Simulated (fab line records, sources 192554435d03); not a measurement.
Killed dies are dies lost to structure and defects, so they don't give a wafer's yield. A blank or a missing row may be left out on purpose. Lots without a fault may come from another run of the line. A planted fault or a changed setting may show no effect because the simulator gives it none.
Which tool did it? | flow n5_finfet | 12 lots, 36 wafers sampled, at 1 step of a route of 1938

WHAT THE GAUGES READ, wafer by wafer
N5_BEOL_M9_CD_MEAS_28: target cd 70 nm.
lot  | measured     | on        | cd_nm (nm)
L076 | day 11 09:47 | cd_sem-03 | 70.04 69.79 70.07
L079 | day 11 12:50 | cd_sem-03 | 70.43 70.44 70.42
L082 | day 11 20:25 | cd_sem-01 | 70.32 70.23 70.55
L080 | day 12 02:40 | cd_sem-01 | 69.62 70.16 69.39
L083 | day 13 10:29 | cd_sem-02 | 70.40 70.10 69.59
L086 | day 13 10:34 | cd_sem-02 | 70.41 69.93 70.25
L089 | day 14 10:06 | cd_sem-02 | 69.87 69.87 70.19
L087 | day 14 13:14 | cd_sem-01 | 69.75 69.49 69.81
L091 | day 15 02:33 | cd_sem-01 | 70.41 70.30 70.41
L093 | day 15 10:45 | cd_sem-01 | 70.14 70.03 69.96
L095 | day 15 22:35 | cd_sem-03 | 69.78 69.42 69.94
L096 | day 16 12:26 | cd_sem-03 | 69.85 69.76 70.25

WHICH TOOL RAN EACH LOT (tool, then ch and the chambers of the sampled wafers, then the start)
The record holds no process step before these readings.

THE ANSWER, worked out from the rows above alone
Rule: what is usual is taken from the lots themselves. Put in order of their means at a reading, lots are off if they are a third of the lots or fewer, leave a main group of 4 or more, and stand apart from it by a gap of 3 or more times the standard deviation of the main group's means; of several such gaps the widest counts. A main group whose means are all the same, to the digits that the tables above print for the reading, isn't used. A lot without any number at a reading at which 4 lots or more have one is off too. The other lots that the step has rows for count as sound.
No lot is off at any reading shown: from this, nothing can be told.

WHAT THE SIMULATOR HAD PUT IN
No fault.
